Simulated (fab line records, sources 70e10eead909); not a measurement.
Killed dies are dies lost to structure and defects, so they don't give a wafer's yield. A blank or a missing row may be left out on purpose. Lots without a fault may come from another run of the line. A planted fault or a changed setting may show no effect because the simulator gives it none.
Which tool did it? | flow nand_harc | 12 lots, 36 wafers sampled, at 4 steps of a route of 1159

WHAT THE GAUGES READ, wafer by wafer
The record holds no reading of a measuring or inspecting step that can be judged against a usual standard deviation.

WHICH TOOL RAN EACH LOT (tool, then ch and the chambers of the sampled wafers, then the start)
lot  | NHARC_A_STAIRCASE_TRIM_202                    | NHARC_A_STAIRCASE_STRIP_205          | NHARC_A_STAIRCASE_TRIM_226         | NHARC_A_STAIRCASE_ETCH_232
L352 | rie_diel-03 ch 0,2, day 11 15:14 or earlier   | plasma_asher-01 ch 0,1, day 11 15:14 | rie_diel-06 ch 0,1,3, day 11 17:44 | rie_diel-13 ch 0,3, no start
L353 | rie_diel-13 ch 0,1,3, day 11 17:20 or earlier | plasma_asher-02 ch 0,1, day 11 17:20 | rie_diel-03 ch 0,1,3, day 11 19:40 | rie_diel-13 ch 0,2, no start
L354 | rie_diel-13 ch 1,2,3, day 11 19:42 or earlier | plasma_asher-01 ch 1, day 11 19:42   | rie_diel-13 ch 0,1,3, day 11 21:52 | rie_diel-13 ch 0,2, no start
L351 | rie_diel-06 ch 1,2,3, day 11 19:59 or earlier | plasma_asher-01 ch 0,1, day 11 19:59 | rie_diel-03 ch 0,1,2, day 11 22:16 | rie_diel-13 ch 0,1, no start
L355 | rie_diel-06 ch 0,1, day 11 23:49 or earlier   | plasma_asher-02 ch 0,1, day 11 23:49 | rie_diel-03 ch 0,2, day 12 02:00   | rie_diel-13 ch 0,3, no start
L356 | rie_diel-13 ch 0,2,3, day 12 01:35 or earlier | plasma_asher-02 ch 0,1, day 12 01:35 | rie_diel-13 ch 1,2,3, day 12 06:02 | rie_diel-13 ch 1,2,3, no start
L358 | rie_diel-06 ch 2,3, day 12 15:13 or earlier   | plasma_asher-02 ch 0,1, day 12 15:13 | rie_diel-03 ch 0,2, day 12 18:13   | rie_diel-03 ch 0,2,3, no start
L361 | rie_diel-13 ch 0,2,3, day 13 21:49 or earlier | plasma_asher-02 ch 0,1, day 13 21:49 | rie_diel-03 ch 0,2,3, day 14 00:02 | rie_diel-06 ch 0,1,2, no start
L365 | rie_diel-06 ch 0,1,3, day 14 08:11 or earlier | plasma_asher-01 ch 0,1, day 14 08:11 | rie_diel-03 ch 0,2,3, day 14 11:26 | rie_diel-13 ch 0,1, no start
L370 | rie_diel-13 ch 1,2, day 15 19:24 or earlier   | plasma_asher-01 ch 0,1, day 15 19:24 | rie_diel-06 ch 0,2,3, day 15 21:47 | rie_diel-06 ch 1,2, no start
L371 | rie_diel-06 ch 0,2,3, day 15 20:07 or earlier | plasma_asher-02 ch 0,1, day 15 20:07 | rie_diel-13 ch 0,3, day 15 22:47   | rie_diel-13 ch 0,1, no start
L372 | rie_diel-06 ch 1,2,3, day 16 14:55 or earlier | plasma_asher-01 ch 0,1, day 16 14:55 | rie_diel-13 ch 0,1,2, day 16 17:17 | rie_diel-13 ch 0,1,2, no start
- NHARC_A_STAIRCASE_TRIM_202: chemistry O2, time 211.2 s.
- NHARC_A_STAIRCASE_STRIP_205: strips in O2.
- NHARC_A_STAIRCASE_TRIM_226: chemistry O2, time 211.2 s.
- NHARC_A_STAIRCASE_ETCH_232: etches the open film in C4F8/O2, target depth 100 nm, time 40.5 s.

WHAT THE TOOLS THEMSELVES READ (means of the sampled wafers that have a number; where no wafer has one, the mark that the record gives instead)
NHARC_A_STAIRCASE_TRIM_202. Usual: drypump_motor_current_A 5.5 A, standard deviation 0.4; oes_product_au 1.000 a.u., standard deviation 0.01; rf_vpp_V 57.7 V, standard deviation 0.86; run_length_s 232.5 s, standard deviation 0.53; showerhead_plenum_p_Torr 3.53 Torr, standard deviation 0.18; throttle_valve_pct 17.038 %, standard deviation 0.0091.
lot  | tool        | drypump_motor_current_A (A) | oes_product_au (a.u.) | rf_vpp_V (V) | run_length_s (s) | showerhead_plenum_p_Torr (Torr) | throttle_valve_pct (%) | flag
L352 | rie_diel-03 | 5.2                         | 0.995                 | 57.3         | 232.7            | 3.54                            | 17.034                 |
L353 | rie_diel-13 | 5.5                         | 1.005                 | 57.6         | 232.1            | 3.51                            | 17.038                 |
L354 | rie_diel-13 | 5.6                         | 1.006                 | 57.3         | 232.7            | 3.39                            | 17.050                 |
L351 | rie_diel-06 | 5.6                         | 1.004                 | 57.5         | 232.7            | 3.54                            | 17.045                 |
L355 | rie_diel-06 | 5.5                         | 0.991                 | 57.6         | 232.3            | 3.39                            | 17.036                 |
L356 | rie_diel-13 | 5.5                         | 1.009                 | 57.4         | 232.7            | 3.41                            | 17.034                 |
L358 | rie_diel-06 | 5.9                         | 1.001                 | 56.9         | 232.9            | 3.50                            | 17.035                 |
L361 | rie_diel-13 | 5.5                         | 1.008                 | 58.2         | 232.5            | 3.58                            | 17.040                 |
L365 | rie_diel-06 | 5.6                         | 0.996                 | 57.1         | 232.8            | 3.38                            | 17.044                 |
L370 | rie_diel-13 | 5.4                         | 1.003                 | 58.1         | 232.6            | 3.47                            | 17.030                 |
L371 | rie_diel-06 | 5.8                         | 1.000                 | 57.4         | 232.7            | 3.49                            | 17.036                 |
L372 | rie_diel-06 | 5.6                         | 0.999                 | 57.9         | 232.6            | 3.51                            | 17.040                 |

NHARC_A_STAIRCASE_STRIP_205. Usual: drypump_motor_current_A 5.7 A, standard deviation 0.32; heater_power_w 351 W, standard deviation 31.
lot  | tool            | drypump_motor_current_A (A) | heater_power_w (W) | flag
L352 | plasma_asher-01 | 5.6                         | 322                |
L353 | plasma_asher-02 | 5.8                         | 376                |
L354 | plasma_asher-01 | 5.4                         | 329                |
L351 | plasma_asher-01 | 5.8                         | 322                |
L355 | plasma_asher-02 | 5.8                         | 381                |
L356 | plasma_asher-02 | 5.5                         | 355                |
L358 | plasma_asher-02 | 5.5                         | 352                |
L361 | plasma_asher-02 | 5.8                         | 378                |
L365 | plasma_asher-01 | 5.8                         | 337                |
L370 | plasma_asher-01 | 5.6                         | 337                |
L371 | plasma_asher-02 | 5.8                         | 373                |
L372 | plasma_asher-01 | 5.8                         | 340                |

NHARC_A_STAIRCASE_TRIM_226. Usual: drypump_motor_current_A 5.5 A, standard deviation 0.43; oes_product_au 0.999 a.u., standard deviation 0.011; rf_vpp_V 57.9 V, standard deviation 0.92; run_length_s 232.4 s, standard deviation 0.5; showerhead_plenum_p_Torr 3.56 Torr, standard deviation 0.18; throttle_valve_pct 17.035 %, standard deviation 0.0091.
lot  | tool        | drypump_motor_current_A (A) | oes_product_au (a.u.) | rf_vpp_V (V) | run_length_s (s) | showerhead_plenum_p_Torr (Torr) | throttle_valve_pct (%) | flag
L352 | rie_diel-06 | 5.6                         | 0.998                 | 57.8         | 232.3            | 3.39                            | 17.037                 |
L353 | rie_diel-03 | 5.8                         | 0.990                 | 58.1         | 232.4            | 3.63                            | 17.036                 |
L354 | rie_diel-13 | 5.5                         | 1.009                 | 57.6         | 231.9            | 3.50                            | 17.022                 |
L351 | rie_diel-03 | 5.5                         | 0.994                 | 58.3         | 232.6            | 3.58                            | 17.039                 |
L355 | rie_diel-03 | 5.0                         | 0.983                 | 57.5         | 232.3            | 3.59                            | 17.035                 |
L356 | rie_diel-13 | 5.6                         | 1.008                 | 56.9         | 232.3            | 3.39                            | 17.034                 |
L358 | rie_diel-03 | 5.0                         | 0.981                 | 58.0         | 232.5            | 3.59                            | 17.036                 |
L361 | rie_diel-03 | 5.3                         | 0.997                 | 58.4         | 252.2            | 3.63                            | 17.030                 | OFF
L365 | rie_diel-03 | 5.2                         | 0.998                 | 58.5         | 239.2            | 3.63                            | 17.031                 | OFF
L370 | rie_diel-06 | 5.8                         | 0.999                 | 58.0         | 232.5            | 3.49                            | 17.044                 |
L371 | rie_diel-13 | 5.7                         | 1.007                 | 58.1         | 232.2            | 3.74                            | 17.036                 |
L372 | rie_diel-13 | 5.4                         | 1.006                 | 56.8         | 232.5            | 3.49                            | 17.037                 |

NHARC_A_STAIRCASE_ETCH_232. Usual: oes_product_au 0.944 a.u., standard deviation 0.013; rf_vpp_V 896 V, standard deviation 6.4.
lot  | tool        | oes_product_au (a.u.) | rf_vpp_V (V) | flag
L352 | rie_diel-13 | 0.949                 | 896          |
L353 | rie_diel-13 | 0.961                 | 896          |
L354 | rie_diel-13 | 0.943                 | 896          |
L351 | rie_diel-13 | 0.942                 | 899          |
L355 | rie_diel-13 | 0.940                 | 896          |
L356 | rie_diel-13 | 0.943                 | 891          |
L358 | rie_diel-03 | 0.921                 | 900          |
L361 | rie_diel-06 | 0.942                 | 897          |
L365 | rie_diel-13 | 0.944                 | 898          |
L370 | rie_diel-06 | 0.951                 | 900          |
L371 | rie_diel-13 | 0.940                 | 898          |
L372 | rie_diel-13 | 0.948                 | 895          |

THE ANSWER, worked out from the rows above alone
Rule: a lot is off if the mean of its wafers that have a number lies more than 3 standard deviations from the usual mean. A lot without any number at a reading at which 4 lots or more have one is off too. The other lots that the step has rows for count as sound. The gauges are gone through in route order, then the tools' own readings, and for those a lot's mean is taken as printed above. The first step at which some lot is off is used, and at that step the reading that is off furthest; a lot without a number counts as furthest.
Off: L361, L365, at NHARC_A_STAIRCASE_TRIM_226 (run_length_s).
A tool fits if, at that step or a process step before it, it ran every lot that is off, and no sound lot after the first of them. NHARC_A_STAIRCASE_TRIM_202 gives no start for some lots, so the hours and the order of its lots are those of NHARC_A_STAIRCASE_STRIP_205. One fits: rie_diel-03 at NHARC_A_STAIRCASE_TRIM_226. Its last sound lot is L358 (day 12 18:13), its first lot that is off L361 (day 14 00:02): a fault that began between those two fits.
The tool's own readings at NHARC_A_STAIRCASE_TRIM_226 bear it out: on the lots that are off they differ by more than 5 times the standard deviation of the sound lots' means. run_length_s reads 245.7 s there against 232.3 s on the sound lots.

WHAT THE SIMULATOR HAD PUT IN
Process parameter drift: rie_diel-03, from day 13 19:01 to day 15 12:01, at NHARC_A_STAIRCASE_TRIM_226. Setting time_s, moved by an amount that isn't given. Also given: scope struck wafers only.
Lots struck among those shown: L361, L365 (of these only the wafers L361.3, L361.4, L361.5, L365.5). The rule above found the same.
